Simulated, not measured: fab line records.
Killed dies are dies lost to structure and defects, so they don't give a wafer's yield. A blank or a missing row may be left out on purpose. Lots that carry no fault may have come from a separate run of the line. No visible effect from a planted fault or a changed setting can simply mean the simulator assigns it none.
fab line records :: flow nandHarc :: part 2 of 2: steps 41 to 41 of 41
record
  lots=6
  wafers=18
  lastDay=34
route steps=1302 shown THIN_TSV@1261 END@1301
lots with no fault: from the same line, run without faults
startH: start of the lot's first displayed wafer, in hours after the record's first day :: waitH: hours elapsed since this lot's preceding step :: " unchanged from the row above :: L1.1+2: a row that stands for several wafers :: - no value present, or no start provided :: * or withheld: withheld :: < > ~ a bound
route shown NAME@n: NAME is a module with steps in the file, n the number in the route of the first one :: usual: mean/standard deviation taken from wafers without a fault :: same: alike in all rows :: chamber/n: place in a boat :: sites: each site's reading :: _std_site: standard deviation of those values :: _edge_site: mean of outer sites minus mean of inner sites :: radiusMm: for every site, how far away it sits from the centre of the wafer :: mask NAME#n: copy n :: behind: tool/chamber where the wafer was last shaped :: hold: why the lot was held/for how many hours/how that ended :: device: whichever transistor did not switch (one of n, p or np) :: end of line: the route-end tests of the same wafers :: a step with no rows: only its recipe :: killed: dies lost to structure and defects at the first sort, not the wafer's yield :: map: a wafer's dies, x killed, . not, _ none there
set.NAME: the setting as run; set.NAME@STEP: as run at that earlier step :: model.NAME: the simulator's own value behind a step, which no gauge read
a table for each step, a row for each wafer; lots at some steps of the route
services: when a tool's chamber went out of use (startH, in hours from the record's first day, below 0 if earlier), for how many hours, and the reason
## steps
# step NHARC_END_SORT_01
# recipe
  tempC=25
# usual
  defectLimitedYield=91.1/2.8
  killedAtArray=55/19
  killedAtOther=0.9/1.4
  killedAtPeriphery=3.8/2.9
  killedDies=60/19
  killedOpen=3.3/1.8
  killedShort=2.6/1.6
# same
  grossDies=677
lot.wafer: L622.2
tool: prober-01
chamber: 0
startH: 580.72
waitH: 2.8
hold: -
defectLimitedYield[%]: 96.8
killedAtArray: 18
killedAtOther: 0
killedAtPeriphery: 4
killedDies: 22
killedOpen: 0
killedShort: 4

lot.wafer: L622.3
tool: prober-01
chamber: 0
startH: 581.52
waitH: 3.1
hold: -
defectLimitedYield[%]: 93.9
killedAtArray: 31
killedAtOther: 1
killedAtPeriphery: 9
killedDies: 41
killedOpen: 8
killedShort: 6

lot.wafer: L622.5
tool: prober-01
chamber: 0
startH: 583.11
waitH: 3.7
hold: -
defectLimitedYield[%]: 95.0
killedAtArray: 32
killedAtOther: 0
killedAtPeriphery: 2
killedDies: 34
killedOpen: 4
killedShort: 2

lot.wafer: L626.1
tool: prober-01
chamber: 0
startH: 607.94
waitH: 2.5
hold: awaitDispo/1.7h/release
defectLimitedYield[%]: 93.8
killedAtArray: 40
killedAtOther: 0
killedAtPeriphery: 2
killedDies: 42
killedOpen: 0
killedShort: 2

lot.wafer: L626.2
tool: prober-01
chamber: 0
startH: 608.75
waitH: 2.8
hold: awaitDispo/1.7h/release
defectLimitedYield[%]: 91.3
killedAtArray: 52
killedAtOther: 1
killedAtPeriphery: 6
killedDies: 59
killedOpen: 5
killedShort: 1

lot.wafer: L626.3
tool: prober-01
chamber: 0
startH: 609.55
waitH: 3.1
hold: awaitDispo/1.7h/release
defectLimitedYield[%]: 0
killedAtArray: 46
killedAtOther: 629
killedAtPeriphery: 2
killedDies: 677
killedOpen: 3
killedShort: 3

lot.wafer: L627.3
tool: prober-02
chamber: 0
startH: 625.56
waitH: 3.1
hold: awaitDispo/2.5h/release
defectLimitedYield[%]: 0
killedAtArray: 92
killedAtOther: 579
killedAtPeriphery: 6
killedDies: 677
killedOpen: 6
killedShort: 2

lot.wafer: L627.5
tool: prober-02
chamber: 0
startH: 627.15
waitH: 3.7
hold: awaitDispo/2.5h/release
defectLimitedYield[%]: 86.4
killedAtArray: 89
killedAtOther: 0
killedAtPeriphery: 3
killedDies: 92
killedOpen: 7
killedShort: 2

lot.wafer: L627.6
tool: prober-02
chamber: 0
startH: 627.95
waitH: 4.0
hold: awaitDispo/2.5h/release
defectLimitedYield[%]: 87.0
killedAtArray: 78
killedAtOther: 1
killedAtPeriphery: 9
killedDies: 88
killedOpen: 3
killedShort: 3

lot.wafer: L633.1
tool: prober-02
chamber: 0
startH: 687.42
waitH: 2.5
hold: -
defectLimitedYield[%]: 88.5
killedAtArray: 73
killedAtOther: 1
killedAtPeriphery: 4
killedDies: 78
killedOpen: 5
killedShort: 3

lot.wafer: L633.2
tool: prober-02
chamber: 0
startH: 688.21
waitH: 2.8
hold: -
defectLimitedYield[%]: 89.7
killedAtArray: 64
killedAtOther: 3
killedAtPeriphery: 3
killedDies: 70
killedOpen: 2
killedShort: 2

lot.wafer: L633.6
tool: prober-02
chamber: 0
startH: 691.35
waitH: 3.9
hold: -
defectLimitedYield[%]: 90.4
killedAtArray: 60
killedAtOther: 1
killedAtPeriphery: 4
killedDies: 65
killedOpen: 4
killedShort: 4

lot.wafer: L635.3
tool: prober-02
chamber: 0
startH: 699.96
waitH: 3.1
hold: -
defectLimitedYield[%]: 94.7
killedAtArray: 34
killedAtOther: 0
killedAtPeriphery: 2
killedDies: 36
killedOpen: 3
killedShort: 6

lot.wafer: L635.5
tool: prober-02
chamber: 0
startH: 701.53
waitH: 3.6
hold: -
defectLimitedYield[%]: 93.5
killedAtArray: 42
killedAtOther: 0
killedAtPeriphery: 2
killedDies: 44
killedOpen: 2
killedShort: 1

lot.wafer: L635.6
tool: prober-02
chamber: 0
startH: 702.32
waitH: 3.9
hold: -
defectLimitedYield[%]: 91.6
killedAtArray: 53
killedAtOther: 2
killedAtPeriphery: 2
killedDies: 57
killedOpen: 3
killedShort: 1

lot.wafer: L645.1
tool: prober-02
chamber: 0
startH: 811.63
waitH: 2.5
hold: -
defectLimitedYield[%]: 95.6
killedAtArray: 27
killedAtOther: 2
killedAtPeriphery: 1
killedDies: 30
killedOpen: 1
killedShort: 3

lot.wafer: L645.3
tool: prober-02
chamber: 0
startH: 813.24
waitH: 3.1
hold: -
defectLimitedYield[%]: 96.3
killedAtArray: 22
killedAtOther: 2
killedAtPeriphery: 1
killedDies: 25
killedOpen: 2
killedShort: 1

lot.wafer: L645.4
tool: prober-02
chamber: 0
startH: 814.05
waitH: 3.4
hold: -
defectLimitedYield[%]: 95.6
killedAtArray: 26
killedAtOther: 2
killedAtPeriphery: 2
killedDies: 30
killedOpen: 4
killedShort: 3
# killed by level:class
L622.2 P_M0:chamberFilmFlake=4 A_CHANNEL_HOLE_D2:chamberFilmFlake=4 A_STAIRCASE:chamberFilmFlake=3 A_SGD_CUT:geometricParticle:short=2 A_CONTACT:chamberFilmFlake=2 A_DECK1_JOINT:geometricParticle:short=1 A_M0:geometricParticle:short=1 A_ZERO_WELL:chamberFilmFlake=1
L622.3 A_CHANNEL_HOLE_D2:chamberFilmFlake=11 P_M0:chamberFilmFlake=4 A_STAIRCASE:chamberFilmFlake=3 P_GATE:geometricParticle:open=2 A_CHANNEL_FILL_D1:geometricParticle:short=2 A_CHANNEL_FILL_D1:geometricParticle:open=2 A_CHANNEL_FILL_D2:geometricParticle:open=2 A_WL_FILL:geometricParticle:short=2
L622.5 A_STAIRCASE:chamberFilmFlake=10 A_CONTACT:chamberFilmFlake=7 A_CHANNEL_HOLE_D2:chamberFilmFlake=6 A_CHANNEL_FILL_D2:chamberFilmFlake=3 P_M0:chamberFilmFlake=2 A_CHANNEL_HOLE_D1:geometricParticle:open=1 A_CHANNEL_FILL_D1:geometricParticle:short=1 A_CHANNEL_FILL_D1:geometricParticle:open=1
L626.1 A_CHANNEL_HOLE_D2:chamberFilmFlake=31 P_CONTACT:chamberFilmFlake=2 A_CHANNEL_HOLE_D1:chamberFilmFlake=2 A_WL_FILL:chamberFilmFlake=2 A_CHANNEL_FILL_D2:geometricParticle:short=1 A_WL_FILL:geometricParticle:short=1 A_DECK1_JOINT:chamberFilmFlake=1 A_STAIRCASE:chamberFilmFlake=1
L626.2 A_CHANNEL_HOLE_D2:chamberFilmFlake=36 P_CONTACT:chamberFilmFlake=5 A_CHANNEL_HOLE_D1:chamberFilmFlake=3 A_STAIRCASE:chamberFilmFlake=3 A_DECK1_JOINT:chamberFilmFlake=2 A_M0:chamberFilmFlake=2 P_CONTACT:geometricParticle:open=1 A_DECK1_JOINT:geometricParticle:open=1
L626.3 THIN_TSV:areaPvd=628 A_CHANNEL_HOLE_D2:chamberFilmFlake=27 A_CHANNEL_HOLE_D1:chamberFilmFlake=4 A_STAIRCASE:chamberFilmFlake=4 A_SLIT:chamberFilmFlake=3 A_M0:geometricParticle:open=2 P_CONTACT:chamberFilmFlake=2 A_DECK1_JOINT:geometricParticle:short=1
L627.3 THIN_TSV:areaPvd=579 A_CHANNEL_HOLE_D1:chamberFilmFlake=36 A_SLIT:chamberFilmFlake=30 A_CHANNEL_HOLE_D2:chamberFilmFlake=7 A_ZERO_WELL:chamberFilmFlake=3 A_BLC:chamberFilmFlake=3 P_ZERO_WELL:chamberFilmFlake=2 A_DECK1_JOINT:chamberFilmFlake=2
L627.5 A_CHANNEL_HOLE_D1:chamberFilmFlake=29 A_SLIT:chamberFilmFlake=28 A_CHANNEL_HOLE_D2:chamberFilmFlake=11 A_WL_FILL:chamberFilmFlake=5 A_CHANNEL_HOLE_D1:geometricParticle:open=2 A_DECK1_JOINT:geometricParticle:open=2 P_M2:chamberFilmFlake=2 A_STAIRCASE:chamberFilmFlake=2
L627.6 A_CHANNEL_HOLE_D1:chamberFilmFlake=32 A_SLIT:chamberFilmFlake=16 A_CHANNEL_HOLE_D2:chamberFilmFlake=10 A_BLC:chamberFilmFlake=4 A_CONTACT:chamberFilmFlake=4 P_CONTACT:chamberFilmFlake=3 A_WL_FILL:chamberFilmFlake=3 P_M0:chamberFilmFlake=2
L633.1 A_CHANNEL_HOLE_D1:chamberFilmFlake=29 A_SLIT:chamberFilmFlake=24 A_WL_FILL:chamberFilmFlake=5 P_GATE:chamberFilmFlake=3 A_ONON_D1:geometricParticle:open=2 A_BLC:geometricParticle:open=2 A_STAIRCASE:chamberFilmFlake=2 A_CONTACT:chamberFilmFlake=2
L633.2 A_CHANNEL_HOLE_D1:chamberFilmFlake=37 A_SLIT:chamberFilmFlake=18 THIN_TSV:chamberFilmFlake=3 A_STAIRCASE:chamberFilmFlake=2 A_CONTACT:chamberFilmFlake=2 P_ZERO_WELL:geometricParticle:short=1 A_DECK1_JOINT:geometricParticle:open=1 A_CHANNEL_FILL_D2:geometricParticle:open=1
L633.6 A_CHANNEL_HOLE_D1:chamberFilmFlake=26 A_SLIT:chamberFilmFlake=19 A_CHANNEL_FILL_D1:chamberFilmFlake=4 A_ONON_D1:geometricParticle:short=3 P_M1:chamberFilmFlake=2 A_CONTACT:chamberFilmFlake=2 P_M0:geometricParticle:open=1 A_SOURCE_PLATE:geometricParticle:open=1
L635.3 A_SLIT:chamberFilmFlake=14 A_CHANNEL_HOLE_D2:chamberFilmFlake=5 A_CHANNEL_HOLE_D1:chamberFilmFlake=4 P_CONTACT:geometricParticle:short=1 A_ONON_D1:geometricParticle:short=1 A_CHANNEL_FILL_D1:geometricParticle:short=1 A_CHANNEL_FILL_D2:geometricParticle:short=1 A_SGD_CUT:geometricParticle:open=1
L635.5 A_SLIT:chamberFilmFlake=19 A_CHANNEL_HOLE_D2:chamberFilmFlake=11 A_CHANNEL_HOLE_D1:chamberFilmFlake=7 P_M0:geometricParticle:open=1 A_ONON_D1:geometricParticle:short=1 A_CHANNEL_FILL_D1:geometricParticle:open=1 P_GATE:chamberFilmFlake=1 A_CHANNEL_FILL_D1:chamberFilmFlake=1
L635.6 A_SLIT:chamberFilmFlake=26 A_CHANNEL_HOLE_D2:chamberFilmFlake=14 A_CHANNEL_HOLE_D1:chamberFilmFlake=7 A_CONTACT:chamberFilmFlake=2 A_STAIRCASE:chamberFilmFlake=2 THIN_TSV:chamberFilmFlake=2 P_GATE:geometricParticle:open=1 P_CONTACT:geometricParticle:open=1
L645.1 A_SLIT:chamberFilmFlake=13 A_BLC:chamberFilmFlake=5 THIN_TSV:chamberFilmFlake=2 A_CHANNEL_FILL_D1:geometricParticle:short=1 A_CHANNEL_FILL_D2:geometricParticle:short=1 A_SGD_CUT:geometricParticle:open=1 A_WL_FILL:geometricParticle:short=1 P_ZERO_WELL:chamberFilmFlake=1
L645.3 A_SLIT:chamberFilmFlake=7 A_DECK1_JOINT:chamberFilmFlake=4 A_BLC:chamberFilmFlake=3 A_CHANNEL_HOLE_D2:chamberFilmFlake=2 A_WL_FILL:chamberFilmFlake=2 THIN_TSV:chamberFilmFlake=2 A_ONON_D1:geometricParticle:open=1 A_SGD_CUT:geometricParticle:open=1
L645.4 A_SLIT:chamberFilmFlake=12 A_CHANNEL_HOLE_D2:chamberFilmFlake=3 A_BLC:chamberFilmFlake=3 THIN_TSV:chamberFilmFlake=2 P_CONTACT:geometricParticle:open=1 P_BONDPAD:geometricParticle:short=1 A_SOURCE_PLATE:geometricParticle:short=1 A_ONON_D1:geometricParticle:open=1
# map L626.3 (x killed, . not)
____________x____________
_________xxxxxxx_________
_______xxxxxxxxxxx_______
______xxxxxxxxxxxxx______
_____xxxxxxxxxxxxxxx_____
____xxxxxxxxxxxxxxxxx____
____xxxxxxxxxxxxxxxxx____
___xxxxxxxxxxxxxxxxxxx___
___xxxxxxxxxxxxxxxxxxx___
__xxxxxxxxxxxxxxxxxxxxx__
__xxxxxxxxxxxxxxxxxxxxx__
_xxxxxxxxxxxxxxxxxxxxxxx_
_xxxxxxxxxxxxxxxxxxxxxxx_
_xxxxxxxxxxxxxxxxxxxxxxx_
_xxxxxxxxxxxxxxxxxxxxxxx_
_xxxxxxxxxxxxxxxxxxxxxxx_
xxxxxxxxxxxxxxxxxxxxxxxxx
xxxxxxxxxxxxxxxxxxxxxxxxx
xxxxxxxxxxxxxxxxxxxxxxxxx
xxxxxxxxxxxxxxxxxxxxxxxxx
xxxxxxxxxxxxxxxxxxxxxxxxx
_xxxxxxxxxxxxxxxxxxxxxxx_
_xxxxxxxxxxxxxxxxxxxxxxx_
_xxxxxxxxxxxxxxxxxxxxxxx_
_xxxxxxxxxxxxxxxxxxxxxxx_
_xxxxxxxxxxxxxxxxxxxxxxx_
__xxxxxxxxxxxxxxxxxxxxx__
__xxxxxxxxxxxxxxxxxxxxx__
___xxxxxxxxxxxxxxxxxxx___
___xxxxxxxxxxxxxxxxxxx___
____xxxxxxxxxxxxxxxxx____
____xxxxxxxxxxxxxxxxx____
_____xxxxxxxxxxxxxxx_____
______xxxxxxxxxxxxx______
_______xxxxxxxxxxx_______
_________xxxxxxx_________
____________x____________
# map L627.3 (x killed, . not)
____________x____________
_________xxxxxxx_________
_______xxxxxxxxxxx_______
______xxxxxxxxxxxxx______
_____xxxxxxxxxxxxxxx_____
____xxxxxxxxxxxxxxxxx____
____xxxxxxxxxxxxxxxxx____
___xxxxxxxxxxxxxxxxxxx___
___xxxxxxxxxxxxxxxxxxx___
__xxxxxxxxxxxxxxxxxxxxx__
__xxxxxxxxxxxxxxxxxxxxx__
_xxxxxxxxxxxxxxxxxxxxxxx_
_xxxxxxxxxxxxxxxxxxxxxxx_
_xxxxxxxxxxxxxxxxxxxxxxx_
_xxxxxxxxxxxxxxxxxxxxxxx_
_xxxxxxxxxxxxxxxxxxxxxxx_
xxxxxxxxxxxxxxxxxxxxxxxxx
xxxxxxxxxxxxxxxxxxxxxxxxx
xxxxxxxxxxxxxxxxxxxxxxxxx
xxxxxxxxxxxxxxxxxxxxxxxxx
xxxxxxxxxxxxxxxxxxxxxxxxx
_xxxxxxxxxxxxxxxxxxxxxxx_
_xxxxxxxxxxxxxxxxxxxxxxx_
_xxxxxxxxxxxxxxxxxxxxxxx_
_xxxxxxxxxxxxxxxxxxxxxxx_
_xxxxxxxxxxxxxxxxxxxxxxx_
__xxxxxxxxxxxxxxxxxxxxx__
__xxxxxxxxxxxxxxxxxxxxx__
___xxxxxxxxxxxxxxxxxxx___
___xxxxxxxxxxxxxxxxxxx___
____xxxxxxxxxxxxxxxxx____
____xxxxxxxxxxxxxxxxx____
_____xxxxxxxxxxxxxxx_____
______xxxxxxxxxxxxx______
_______xxxxxxxxxxx_______
_________xxxxxxx_________
____________x____________
## services
tool: pvdSputter-02
chamber: -
startH: 553.37
hours: 2.0
kind: repair

tool: pvdSputter-03
chamber: -
startH: 556.64
hours: 2.2
kind: repair

tool: rieDiel-01
chamber: -
startH: 557.80
hours: 9.0
kind: pm

tool: rieDiel-01
chamber: 3
startH: 568.70
hours: 3.7
kind: repair

tool: rieDiel-02
chamber: -
startH: 570.70
hours: 9.0
kind: pm

tool: pvdSputter-02
chamber: -
startH: 579.80
hours: 9.7
kind: repair

tool: pvdSputter-01
chamber: -
startH: 582.04
hours: 10.0
kind: pm

tool: pvdSputter-01
chamber: -
startH: 612.31
hours: 7.6
kind: repair

tool: rieDiel-02
chamber: 3
startH: 615.59
hours: 4.1
kind: repair

tool: plasmaAsher-02
chamber: -
startH: 619.13
hours: 0.3
kind: repair

tool: plasmaAsher-02
chamber: -
startH: 624.94
hours: 9.0
kind: pm

tool: plasmaAsher-02
chamber: -
startH: 635.69
hours: 4.3
kind: repair

tool: pvdSputter-02
chamber: -
startH: 638.00
hours: 10.0
kind: pm

tool: rieDiel-02
chamber: 3
startH: 658.87
hours: 9.4
kind: repair

tool: rieDiel-13
chamber: 3
startH: 661.84
hours: 7.6
kind: repair

tool: rieDiel-02
chamber: 2
startH: 677.35
hours: 3.0
kind: repair

tool: plasmaAsher-01
chamber: -
startH: 696.00
hours: 9.0
kind: pm

tool: rieDiel-13
chamber: -
startH: 696.00
hours: 9.0
kind: pm

tool: rieDiel-02
chamber: 3
startH: 696.97
hours: 4.2
kind: repair

tool: pvdSputter-03
chamber: -
startH: 703.09
hours: 5.0
kind: repair

tool: rieDiel-02
chamber: -
startH: 747.70
hours: 9.0
kind: pm

tool: pvdSputter-01
chamber: -
startH: 760.04
hours: 10.0
kind: pm

tool: plasmaAsher-01
chamber: -
startH: 778.11
hours: 1.2
kind: repair

tool: plasmaAsher-01
chamber: -
startH: 789.11
hours: 1.9
kind: repair
## key
firstSign
  step=NHARC_END_SORT_01
  reading=killedAtOther
  direction=up
  sigmas=99+
  usual=0.9
  struck=604
effect
  step=NHARC_END_SORT_01
  reading=defectLimitedYield
  direction=down
  sigmas=33
  usual=91.1
  struck=0
moreKillsBornAt
  NHARC_THIN_TSV_PVD_51@pvdSputter-01=1207
metAt NHARC_THIN_TSV_PVD_51
struckWafers L626.3,L627.3
laterRowsLeftOut L626.3,L627.3
fault
  kind=processParameterDrift
  tool=pvdSputter-01
  chamber=-
  onsetH=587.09
  steps=NHARC_THIN_TSV_PVD_51
  channel=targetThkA
  offset=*
  shape=step
  endH=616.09
  actsIn=*
  stated=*
  scope=struckWafersOnly
# laterRowsLeftOut: the simulator's readings of these wafers behind a module that went badly wrong aren't trusted and aren't shown, but for the sort
